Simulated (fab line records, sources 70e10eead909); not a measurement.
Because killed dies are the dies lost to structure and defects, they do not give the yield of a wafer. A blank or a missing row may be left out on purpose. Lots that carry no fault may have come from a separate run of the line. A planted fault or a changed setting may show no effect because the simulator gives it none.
One fault seen from 2 desks    flow nand harc    only its own numbers are on each desk; what lay behind them is given at the end

## THE TOOL OWNER'S DESK: litho track-06
The tool's own readings at NHARC_P_M0_PEB_07 (peb time 65 s): means of the sampled wafers that have a number, for each lot that ran on this tool. If a lot's mean is further than 4 standard deviations from the usual mean, the lot is out of limits and carries the mark OUT (the distance appears in the brackets).
Columns: A = heater power total W at NHARC_P_M0_PEB_07, usual 156.6 W; B = resist line temp C at NHARC_P_M0_PEB_07, usual 23.00 C
lot   first seen here  A                B
L415  day 6 05:47      156.5            22.93
L417  day 6 19:23      156.7            23.06
L418  day 7 07:47      156.4            23.01
L419  day 7 19:53      156.6            23.02
L420  day 8 00:43      156.5            23.03
L431  day 13 01:05     175.5 (+44) OUT  23.06
This desk's verdict: out of limits on L431, starting with L431 at day 13 01:05 (heater power total W at NHARC_P_M0_PEB_07). L415, L417, L418, L419, L420: within limits.

## FROM THE METROLOGY DESK
Means of the sampled wafers that have a number, per lot and without regard to the tool the lot ran on: this is what the gauges read. If a lot's mean is further than 4 standard deviations from the usual mean, the lot is out of limits and carries the mark OUT (the distance appears in the brackets).
Columns: A = cd nm at NHARC_P_M0_CD_MEAS_09, usual 89.8 nm
lot   first seen here  A
L415  day 6 05:52      90.2
L416  day 6 09:07      89.9
L417  day 6 19:27      88.9
L418  day 7 07:52      89.2
L419  day 7 19:58      90.0
L420  day 8 00:48      89.6
L421  day 8 18:01      89.7
L424  day 10 03:59     88.8
L430  day 12 05:13     90.6
L431  day 13 01:10     82.3 (-11) OUT
L432  day 13 03:25     89.5
L434  day 13 22:52     89.6
L438  day 15 17:05     89.6
This desk's verdict: out of limits on L431, starting with L431 at day 13 01:10 (cd nm at NHARC_P_M0_CD_MEAS_09). L415, L416, L417, L418, L419, L420, L421, L424, L430, L432, L434, L438: within limits.

## BROUGHT TOGETHER
On L431, at day 13 01:05, an alarm was possible from the tool owner's desk.
An alarm was possible from the metrology desk at day 13 01:10, on L431.
NHARC_P_M0_PEB_07 was run on litho track-06 by each of the lots named.

## WHAT THE SIMULATOR HAD PUT IN
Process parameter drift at NHARC_P_M0_PEB_07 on litho track-06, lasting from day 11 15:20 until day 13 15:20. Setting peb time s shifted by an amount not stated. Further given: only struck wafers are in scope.
Shown lots that were struck: L431.
Delay (hours) between the fault's onset and each desk's first out-of-limits reading: 34 at the tool owner's desk, 34 at the metrology desk.
